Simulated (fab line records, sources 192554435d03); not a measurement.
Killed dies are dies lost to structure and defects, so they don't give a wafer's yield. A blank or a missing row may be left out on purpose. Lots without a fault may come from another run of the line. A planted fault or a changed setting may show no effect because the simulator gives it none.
Which tool did it? | flow n5_finfet | 12 lots, 36 wafers sampled, at 5 steps of a route of 1938

WHAT THE GAUGES READ, wafer by wafer
The record holds no reading of a measuring or inspecting step that can be judged against a usual standard deviation.

WHICH TOOL RAN EACH LOT (tool, then ch and the chambers of the sampled wafers, then the start)
lot  | N5_STI_FIN_REVEAL_ALD_14         | N5_PASSIVATION_PRE_CLEAN_19  | N5_PASSIVATION_ETCH_59            | N5_PASSIVATION_PECVD_35         | N5_PASSIVATION_PROBE_49
L142 | ald_sin-01 ch 0,1,3, day 2 12:28 | pvd_sputter-03, day 12 17:06 | rie_metal-01 ch 0,1, day 12 18:17 | pecvd-02 ch 1,2, day 12 19:05   | -
L143 | ald_sin-02 ch 0,1,2, day 2 17:45 | pvd_sputter-02, day 12 23:38 | rie_metal-02 ch 0,1, day 13 01:08 | pecvd-04 ch 0,1,2, day 13 02:07 | -
L144 | ald_sin-01 ch 0,1,2, day 2 22:08 | pvd_sputter-01, day 12 11:34 | rie_metal-02 ch 0,1, day 12 13:26 | pecvd-04 ch 1,2, day 12 14:10   | -
L145 | ald_sin-04 ch 0,2,3, day 3 09:05 | pvd_sputter-03, day 12 23:36 | rie_metal-03 ch 0,1, day 13 00:58 | pecvd-02 ch 0,1, day 13 01:44   | -
L146 | ald_sin-04 ch 1,2, day 3 10:13   | pvd_sputter-03, day 13 12:16 | rie_metal-02 ch 1, day 13 13:38   | pecvd-03 ch 1,2, day 13 14:22   | prober-02, day 13 17:56
L148 | ald_sin-04 ch 0,1, day 4 00:06   | pvd_sputter-02, day 13 09:11 | rie_metal-03 ch 0,1, day 13 10:29 | pecvd-04 ch 1,2, day 13 11:14   | prober-01, day 13 14:51
L147 | ald_sin-04 ch 0,1,2, day 4 00:22 | pvd_sputter-03, day 13 20:00 | rie_metal-02 ch 0,1, day 13 21:16 | pecvd-03 ch 1,2, day 13 22:07   | prober-02, day 14 01:57
L150 | ald_sin-04 ch 1,3, day 4 13:37   | pvd_sputter-01, day 14 07:59 | rie_metal-03 ch 0,1, day 14 09:13 | pecvd-04 ch 1,2, day 14 09:56   | prober-01, day 14 13:41
L159 | ald_sin-01 ch 0,1,2, day 6 18:05 | pvd_sputter-01, day 16 11:18 | rie_metal-01 ch 0,1, day 16 12:42 | pecvd-02 ch 0,1,2, day 16 13:32 | -
L161 | ald_sin-02 ch 2,3, day 7 03:54   | pvd_sputter-01, day 17 17:19 | rie_metal-01 ch 0,1, day 17 21:48 | pecvd-04 ch 0,2, day 17 22:34   | -
L162 | ald_sin-04 ch 1,2, day 7 09:14   | pvd_sputter-02, day 17 17:22 | rie_metal-03 ch 0,1, day 17 21:59 | pecvd-03 ch 0,2, day 17 22:57   | prober-01, day 18 05:27
L163 | ald_sin-04 ch 0,2, day 7 16:53   | pvd_sputter-03, day 17 17:46 | rie_metal-02 ch 0,1, day 17 22:29 | pecvd-04 ch 0,1,2, day 17 23:32 | -
- N5_STI_FIN_REVEAL_ALD_14: deposits Si3N4, target thk 3 nm.
- N5_PASSIVATION_PRE_CLEAN_19
- N5_PASSIVATION_ETCH_59: etches TaN in Cl2/BCl3, target depth 65 nm, time 34.9 s.
- N5_PASSIVATION_PECVD_35: deposits SiNx from SiH4/NH3/N2, target thk 700 nm, time 151.3 s.
- N5_PASSIVATION_PROBE_49

WHAT THE TOOLS THEMSELVES READ (means of the sampled wafers that have a number; where no wafer has one, the mark that the record gives instead)
N5_STI_FIN_REVEAL_ALD_14. Usual: heater_power_w 880 W, standard deviation 81.
lot  | tool       | heater_power_w (W) | flag
L142 | ald_sin-01 | 917                |
L143 | ald_sin-02 | 834                |
L144 | ald_sin-01 | 913                |
L145 | ald_sin-04 | 889                |
L146 | ald_sin-04 | 873                |
L148 | ald_sin-04 | 927                |
L147 | ald_sin-04 | 930                |
L150 | ald_sin-04 | 791                |
L159 | ald_sin-01 | 912                |
L161 | ald_sin-02 | 843                |
L162 | ald_sin-04 | 882                |
L163 | ald_sin-04 | 923                |

N5_PASSIVATION_PRE_CLEAN_19. Usual: heater_power_w 457 W, standard deviation 43.
lot  | tool           | heater_power_w (W) | flag
L142 | pvd_sputter-03 | 471                |
L143 | pvd_sputter-02 | 465                |
L144 | pvd_sputter-01 | 477                |
L145 | pvd_sputter-03 | 468                |
L146 | pvd_sputter-03 | 443                |
L148 | pvd_sputter-02 | 434                |
L147 | pvd_sputter-03 | 448                |
L150 | pvd_sputter-01 | 485                |
L159 | pvd_sputter-01 | 475                |
L161 | pvd_sputter-01 | 487                |
L162 | pvd_sputter-02 | 456                |
L163 | pvd_sputter-03 | 449                |

N5_PASSIVATION_ETCH_59. Usual: drypump_motor_current_A 5.9 A, standard deviation 0.34; oes_product_au 0.79 a.u., standard deviation 0.091; throttle_valve_pct 21.24 %, standard deviation 0.22.
lot  | tool         | drypump_motor_current_A (A) | oes_product_au (a.u.) | throttle_valve_pct (%) | flag
L142 | rie_metal-01 | 5.7                         | 0.88                  | 21.32                  |
L143 | rie_metal-02 | 5.8                         | 0.71                  | 21.18                  |
L144 | rie_metal-02 | 5.6                         | 0.74                  | 20.98                  |
L145 | rie_metal-03 | 6.0                         | 0.90                  | 21.27                  |
L146 | rie_metal-02 | 5.9                         | 0.70                  | 21.35                  |
L148 | rie_metal-03 | 6.0                         | 0.90                  | 21.26                  |
L147 | rie_metal-02 | 5.6                         | 0.72                  | 21.02                  |
L150 | rie_metal-03 | 6.0                         | 0.89                  | 21.26                  |
L159 | rie_metal-01 | 5.7                         | 0.84                  | 21.34                  |
L161 | rie_metal-01 | 6.0                         | 0.77                  | 21.44                  |
L162 | rie_metal-03 | 6.0                         | 0.81                  | 21.19                  |
L163 | rie_metal-02 | 5.8                         | 0.69                  | 21.19                  |

N5_PASSIVATION_PECVD_35. Usual: heater_power_w 308 W, standard deviation 66; showerhead_plenum_p_Torr 8.67 Torr, standard deviation 0.085; throttle_valve_pct 28.8 %, standard deviation 2.
lot  | tool     | heater_power_w (W) | showerhead_plenum_p_Torr (Torr) | throttle_valve_pct (%) | flag
L142 | pecvd-02 | 287                | 8.67                            | 29.4                   |
L143 | pecvd-04 | 279                | 8.68                            | 28.7                   |
L144 | pecvd-04 | 282                | 8.71                            | 29.0                   |
L145 | pecvd-02 | 283                | 8.78                            | 31.2                   |
L146 | pecvd-03 | 349                | 8.57                            | 27.0                   |
L148 | pecvd-04 | 356                | 8.72                            | 28.9                   |
L147 | pecvd-03 | 298                | 8.57                            | 27.1                   |
L150 | pecvd-04 | 314                | 8.72                            | 29.2                   |
L159 | pecvd-02 | 327                | 8.70                            | 29.3                   |
L161 | pecvd-04 | 330                | 8.66                            | 28.1                   |
L162 | pecvd-03 | 266                | 8.66                            | 29.3                   |
L163 | pecvd-04 | 309                | 8.69                            | 28.4                   |

N5_PASSIVATION_PROBE_49. Usual: defect_limited_yield 91.3 %, standard deviation 1.5; killed_at_M0_to_M3 35, standard deviation 8.7; killed_at_M4_up 14, standard deviation 5.5; killed_at_contacts 11, standard deviation 5.6; killed_at_front_end 39, standard deviation 13; killed_at_other 3.7, standard deviation 2.2; killed_dies 103, standard deviation 18; killed_open 69, standard deviation 14; killed_short 33, standard deviation 7.8; sort_bin_4_leakage 0.02 %, standard deviation 0.15; sort_bin_5_function 5.1 %, standard deviation 0.99; sort_bin_6_memory 3.3 %, standard deviation 0.67; sort_bin_8_speed 0.02 %, standard deviation 0.17; sort_n_pass 1077, standard deviation 18; sort_yield_pct 91.2 %, standard deviation 1.5.
lot  | tool      | defect_limited_yield (%) | killed_at_M0_to_M3 | killed_at_M4_up | killed_at_contacts | killed_at_front_end | killed_at_other | killed_dies | killed_open | killed_short | sort_bin_4_leakage (%) | sort_bin_5_function (%) | sort_bin_6_memory (%) | sort_bin_8_speed (%) | sort_n_pass | sort_yield_pct (%) | flag
L146 | prober-02 | 92.7                     | 38                 | 12              | 4                  | 30                  | 2.7             | 87          | 61          | 25           | 0.06                   | 4.0                     | 2.9                   | 0.00                 | 1093        | 92.6               |
L148 | prober-01 | 81.0                     | 31                 | 14              | 8                  | 165                 | 5.7             | 224         | 60          | 27           | 0.00                   | 11.8                    | 4.0                   | 0.00                 | 956         | 81.0               | OFF
L147 | prober-02 | 82.9                     | 40                 | 9               | 6                  | 142                 | 4.3             | 202         | 61          | 31           | 0.00                   | 10.5                    | 3.7                   | 0.00                 | 978         | 82.9               | OFF
L150 | prober-01 | 83.3                     | 34                 | 14              | 5                  | 140                 | 4.3             | 198         | 63          | 33           | 0.00                   | 10.0                    | 4.1                   | 0.00                 | 982         | 83.3               | OFF
L162 | prober-01 | 91.6                     | 32                 | 12              | 18                 | 35                  | 1.3             | 99          | 69          | 28           | 0.00                   | 4.7                     | 3.4                   | 0.00                 | 1081        | 91.6               |

THE ANSWER, worked out from the rows above alone
Rule: a lot is off if the mean of its wafers that have a number lies more than 3 standard deviations from the usual mean. A lot without any number at a reading at which 4 lots or more have one is off too. The other lots that the step has rows for count as sound. The gauges are gone through in route order, then the tools' own readings, and for those a lot's mean is taken as printed above. The first step at which some lot is off is used, and at that step the reading that is off furthest; a lot without a number counts as furthest.
Off: L148, L147, L150, at N5_PASSIVATION_PROBE_49 (killed_at_front_end). Neither off nor sound, because the step has no rows for them: L142, L143, L144, L145, L159, L161, L163.
A tool fits if, at that step or a process step before it, it ran every lot that is off, and no sound lot after the first of them. None of those tried fits.

WHAT THE SIMULATOR HAD PUT IN
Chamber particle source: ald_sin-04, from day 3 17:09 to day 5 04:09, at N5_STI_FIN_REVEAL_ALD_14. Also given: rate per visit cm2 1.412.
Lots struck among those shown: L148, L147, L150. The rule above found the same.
